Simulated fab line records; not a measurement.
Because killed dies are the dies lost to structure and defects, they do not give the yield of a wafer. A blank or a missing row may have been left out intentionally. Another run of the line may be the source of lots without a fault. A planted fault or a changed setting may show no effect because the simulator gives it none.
What tool caused it? | flow n5_finfet | 9 lots with 27 wafers sampled at 5 steps, on a route of 1938 steps

== WHAT EACH GAUGE READ, for each wafer ==
N5_BEOL_M4_RC_MEAS_101. Usual: DIBL_N 36.6 mV/V, standard deviation 1.9; DIBL_P 36.7 mV/V, standard deviation 2.2; IOFF_N 0.16 nA/um, standard deviation 0.035; IOFF_P 0.22 nA/um, standard deviation 0.038; ION_N 672 uA/um, standard deviation 14; ION_P 462 uA/um, standard deviation 8.3; SS_N 71.6 mV/dec, standard deviation 0.65; SS_P 73.5 mV/dec, standard deviation 0.72; VT_N 250 mV, standard deviation 3.5; VT_P -250 mV, standard deviation 3.1.
lot  | measured     | on        | DIBL_N (mV/V)  | DIBL_P (mV/V)  | IOFF_N (nA/um) | IOFF_P (nA/um) | ION_N (uA/um) | ION_P (uA/um) | SS_N (mV/dec)  | SS_P (mV/dec)  | VT_N (mV)   | VT_P (mV)      | flag
L102 | day 9 11:10  | prober-01 | 39.2 37.5 33.2 | 40.5 39.0 32.6 | 0.22 0.17 0.10 | 0.34 0.29 0.18 | 686 677 646   | 483 471 455   | 71.1 71.0 69.9 | 74.5 73.9 72.5 | 243 247 255 | -239 -244 -252 |
L103 | day 9 10:38  | prober-02 | 37.8 42.0 34.8 | 36.2 40.1 33.9 | 0.15 0.27 0.13 | 0.21 0.27 0.18 | 666 682 680   | 459 458 468   | 71.6 73.9 71.1 | 72.7 74.7 72.6 | 250 245 252 | -249 -249 -251 |
L104 | day 10 02:23 | prober-02 | 37.3 33.2 34.2 | 37.3 32.7 34.5 | 0.16 0.11 0.13 | 0.25 0.18 0.20 | 690 685 676   | 480 474 477   | 71.2 70.0 70.5 | 73.6 72.5 72.5 | 248 253 251 | -247 -250 -249 |
L112 | day 11 17:17 | prober-02 | 34.2 33.9 33.7 | 33.5 32.9 32.7 | 0.13 0.12 0.12 | 0.17 0.17 0.16 | 651 656 643   | 448 454 439   | 71.8 71.4 71.3 | 72.9 72.9 72.9 | 254 256 258 | -253 -253 -251 |
L113 | day 11 14:56 | prober-01 | 32.7 36.5 33.5 | 34.8 38.3 34.6 | 0.12 0.18 0.12 | 0.18 0.23 0.18 | 656 671 665   | 459 466 460   | 70.9 72.2 71.6 | 72.7 73.1 72.7 | 252 249 253 | -252 -249 -252 |
L117 | day 12 19:28 | prober-01 | 36.6 37.8 41.0 | 32.5 34.6 37.7 | 0.13 0.16 0.23 | 0.18 0.22 0.27 | 661 673 677   | 455 457 462   | 71.1 71.8 72.7 | 73.0 74.1 74.2 | 252 247 244 | -254 -249 -249 |
L120 | day 13 13:35 | prober-02 | 38.5 39.1 37.1 | 37.6 38.6 36.5 | 0.19 0.21 0.17 | 0.21 0.23 0.20 | 674 693 686   | 453 471 466   | 72.4 72.5 71.5 | 74.1 74.6 73.9 | 246 247 246 | -251 -252 -253 |
L124 | day 14 07:49 | prober-02 | 38.0 39.0 37.8 | 37.2 39.1 36.6 | 0.19 0.23 0.18 | 0.26 0.31 0.25 | 699 682 674   | 472 467 463   | 71.8 71.8 72.4 | 73.5 74.1 73.6 | 249 245 248 | -244 -244 -245 |
L125 | day 14 16:10 | prober-01 | 37.0 36.8 38.7 | 38.4 38.0 39.6 | 0.17 0.17 0.20 | 0.22 0.24 0.26 | 674 676 694   | 467 459 470   | 71.4 72.2 72.2 | 73.3 74.1 73.6 | 251 248 249 | -250 -248 -248 |

== WHICH TOOL RAN EACH LOT (tool, then ch and the chambers of the sampled wafers, then the start) ==
lot  | N5_FIN_SAQP_MANDREL_ETCH_58     | N5_FIN_SAQP_STRIP_70              | N5_FIN_SAQP_MANDREL2_REMOVE_60  | N5_FIN_SAQP_ETCH_34
L102 | rie_si-06 ch 0,2,3, day 2 00:21 | rie_diel-05 ch 1,3, day 2 00:59   | rie_si-02 ch 1,2, day 2 01:48   | rie_diel-05 ch 0,1,2, day 2 02:10
L103 | rie_si-06 ch 0,3, day 2 05:47   | rie_diel-04 ch 0,2, day 2 06:40   | rie_si-05 ch 0,2, day 2 07:17   | rie_diel-05 ch 1,2,3, day 2 07:31
L104 | rie_si-06 ch 1,3, day 2 13:43   | rie_diel-04 ch 1,3, day 2 14:20   | rie_si-02 ch 0,1,3, day 2 15:28 | rie_diel-05 ch 0,2,3, day 2 15:42
L112 | rie_si-06 ch 1,2,3, day 4 12:04 | rie_diel-05 ch 1,2,3, day 4 12:42 | rie_si-06 ch 1,2,3, day 4 13:19 | rie_diel-02 ch 0,1, day 4 13:33
L113 | rie_si-06 ch 0,1,3, day 4 20:43 | rie_diel-02 ch 0,3, day 4 21:20   | rie_si-05 ch 1,2,3, day 4 22:32 | rie_diel-02 ch 0,1,3, day 4 22:55
L117 | rie_si-05 ch 0,1,3, day 5 19:17 | rie_diel-02 ch 0,1,3, day 5 19:55 | rie_si-06 ch 0,1,2, day 5 20:33 | rie_diel-04 ch 0,1,3, day 5 20:52
L120 | rie_si-05 ch 1,2,3, day 6 12:29 | rie_diel-04 ch 0,3, day 6 13:07   | rie_si-06 ch 0,2, day 6 13:44   | rie_diel-04 ch 0,1,3, day 6 13:58
L124 | rie_si-02 ch 1,2,3, day 7 13:14 | rie_diel-05 ch 0,1,2, day 7 13:52 | rie_si-02 ch 0,1,3, day 7 14:58 | rie_diel-05 ch 0,1,3, day 7 15:19
L125 | rie_si-05 ch 0,2, day 7 18:20   | rie_diel-02 ch 0,2, day 7 18:58   | rie_si-02 ch 0,1, day 7 19:35   | rie_diel-02 ch 1,2,3, day 7 19:49
- N5_FIN_SAQP_MANDREL_ETCH_58: etches a-Si in HBr/Cl2, stops on SiNx, target depth 45 nm, bt time 10 s, time 27 s.
- N5_FIN_SAQP_STRIP_70: strips in N2/H2.
- N5_FIN_SAQP_MANDREL2_REMOVE_60: chemistry HBr/Cl2/O2, target a-Si, stops on SiNx, bt time 10 s.
- N5_FIN_SAQP_ETCH_34: etches SiO2 in C4F6/O2, target depth 45 nm, time 15 s.

== WHAT THE TOOLS THEMSELVES READ (means of the sampled wafers that have a number; where no wafer has one, the mark that the record gives instead) ==
N5_FIN_SAQP_MANDREL_ETCH_58. Usual: bias_w 75.03 W, standard deviation 0.21; drypump_motor_current_A 5.5 A, standard deviation 0.41; oes_product_au 0.699 a.u., standard deviation 0.012; throttle_valve_pct 35.58 %, standard deviation 0.21.
lot  | tool      | bias_w (W) | drypump_motor_current_A (A) | oes_product_au (a.u.) | throttle_valve_pct (%) | flag
L102 | rie_si-06 | 74.98      | 5.2                         | 0.695                 | 35.84                  |
L103 | rie_si-06 | 74.93      | 5.5                         | 0.703                 | 35.62                  |
L104 | rie_si-06 | 74.99      | 5.6                         | 0.705                 | 35.54                  |
L112 | rie_si-06 | 92.65      | 5.3                         | 0.701                 | 35.78                  | OFF
L113 | rie_si-06 | 92.50      | 5.5                         | 0.708                 | 35.58                  | OFF
L117 | rie_si-05 | 75.15      | 5.7                         | 0.693                 | 35.51                  |
L120 | rie_si-05 | 75.00      | 5.7                         | 0.701                 | 35.61                  |
L124 | rie_si-02 | 74.99      | 5.0                         | 0.688                 | 35.43                  |
L125 | rie_si-05 | 75.08      | 5.7                         | 0.697                 | 35.41                  |

N5_FIN_SAQP_STRIP_70. Usual: drypump_motor_current_A 5.8 A, standard deviation 0.49; oes_product_au 0.75 a.u., standard deviation 0.056; rf_vpp_V 122.0 V, standard deviation 1; showerhead_plenum_p_Torr 3.37 Torr, standard deviation 0.14; throttle_valve_pct 18.95 %, standard deviation 0.23.
lot  | tool        | drypump_motor_current_A (A) | oes_product_au (a.u.) | rf_vpp_V (V) | showerhead_plenum_p_Torr (Torr) | throttle_valve_pct (%) | flag
L102 | rie_diel-05 | 6.2                         | 0.75                  | 122.6        | 3.30                            | 18.85                  |
L103 | rie_diel-04 | 5.9                         | 0.82                  | 121.8        | 3.26                            | 18.73                  |
L104 | rie_diel-04 | 5.5                         | 0.74                  | 122.6        | 3.50                            | 19.15                  |
L112 | rie_diel-05 | 6.1                         | 0.73                  | 121.6        | 3.35                            | 18.99                  |
L113 | rie_diel-02 | 5.5                         | 0.72                  | 121.5        | 3.24                            | 18.94                  |
L117 | rie_diel-02 | 5.5                         | 0.72                  | 122.4        | 3.34                            | 18.99                  |
L120 | rie_diel-04 | 5.7                         | 0.78                  | 122.4        | 3.32                            | 18.60                  |
L124 | rie_diel-05 | 5.9                         | 0.71                  | 121.9        | 3.34                            | 19.16                  |
L125 | rie_diel-02 | 6.0                         | 0.74                  | 121.2        | 3.29                            | 18.91                  |

N5_FIN_SAQP_MANDREL2_REMOVE_60. Usual: drypump_motor_current_A 5.5 A, standard deviation 0.5; oes_product_au 0.998 a.u., standard deviation 0.016; throttle_valve_pct 36.73 %, standard deviation 0.25.
lot  | tool      | drypump_motor_current_A (A) | oes_product_au (a.u.) | throttle_valve_pct (%) | flag
L102 | rie_si-02 | 4.9                         | 1.003                 | 36.60                  |
L103 | rie_si-05 | 5.7                         | 1.011                 | 36.63                  |
L104 | rie_si-02 | 5.7                         | 0.998                 | 36.57                  |
L112 | rie_si-06 | 5.3                         | 1.001                 | 36.90                  |
L113 | rie_si-05 | 5.7                         | 1.011                 | 36.75                  |
L117 | rie_si-06 | 5.3                         | 0.990                 | 36.96                  |
L120 | rie_si-06 | 5.2                         | 0.982                 | 37.03                  |
L124 | rie_si-02 | 5.7                         | 0.991                 | 36.57                  |
L125 | rie_si-02 | 6.2                         | 1.007                 | 36.66                  |

N5_FIN_SAQP_ETCH_34. Usual: bias_w 185.0 W, standard deviation 0.52; drypump_motor_current_A 5.8 A, standard deviation 0.44; etch_rf_on_time_s 15.2 s, standard deviation 0.39; oes_product_au 0.64 a.u., standard deviation 0.046; rf_vpp_V 671 V, standard deviation 11; showerhead_plenum_p_Torr 2.85 Torr, standard deviation 0.1; throttle_valve_pct 21.09 %, standard deviation 0.26.
lot  | tool        | bias_w (W) | drypump_motor_current_A (A) | etch_rf_on_time_s (s) | oes_product_au (a.u.) | rf_vpp_V (V) | showerhead_plenum_p_Torr (Torr) | throttle_valve_pct (%) | flag
L102 | rie_diel-05 | 185.4      | 5.9                         | 15.4                  | 0.63                  | 676          | 2.84                            | 21.13                  |
L103 | rie_diel-05 | 185.0      | 6.0                         | 15.1                  | 0.64                  | 669          | 2.85                            | 21.06                  |
L104 | rie_diel-05 | 185.2      | 5.7                         | 15.1                  | 0.65                  | 676          | 2.88                            | 21.09                  |
L112 | rie_diel-02 | 184.5      | 5.8                         | 15.3                  | 0.62                  | 665          | 2.86                            | 21.10                  |
L113 | rie_diel-02 | 185.0      | 5.5                         | 15.2                  | 0.62                  | 673          | 2.82                            | 21.02                  |
L117 | rie_diel-04 | 184.7      | 5.5                         | 15.4                  | 0.63                  | 661          | 2.89                            | 21.18                  |
L120 | rie_diel-04 | 185.3      | 5.5                         | 15.2                  | 0.63                  | 662          | 2.89                            | 21.19                  |
L124 | rie_diel-05 | 184.6      | 6.1                         | 15.4                  | 0.61                  | 674          | 2.79                            | 21.32                  |
L125 | rie_diel-02 | 185.0      | 5.7                         | 14.9                  | 0.65                  | 677          | 2.91                            | 21.06                  |

== THE ANSWER, worked out from the rows above alone ==
Rule: a lot counts as off when the mean over its wafers that have a number is more than 3 standard deviations away from the usual mean. Also off: a lot with no number at a reading for which 4 or more lots have one. Where the step has rows for the other lots, those lots are counted as sound. Order of review: gauges by route order, followed by the tools' own readings, for which a lot's mean as printed above is used. The first step at which some lot is off is used, and at that step the reading that is off furthest; a lot without a number counts as furthest.
Off: L112, L113 (N5_FIN_SAQP_MANDREL_ETCH_58, bias_w).
If a tool, at that step or one of the process steps before it, ran each lot that is off and ran no sound lot following the first of them, it fits. One fits: rie_si-06 at N5_FIN_SAQP_MANDREL_ETCH_58. Its last sound lot is L104 (day 2 13:43), its first lot that is off L112 (day 4 12:04): a fault that began between those two fits.
On the lots that are off, the tool's own readings at N5_FIN_SAQP_MANDREL_ETCH_58 differ by more than 5 times the standard deviation of the sound lots' means, which bears it out; bias_w reads 92.58 W there versus 75.02 W on the sound lots.

== WHAT THE SIMULATOR PUT IN ==
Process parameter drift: rie_si-06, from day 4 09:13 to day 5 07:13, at N5_FIN_SAQP_MANDREL_ETCH_58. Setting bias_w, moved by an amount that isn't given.
Lots struck among those shown: L113, L112. The same result came from the rule above.
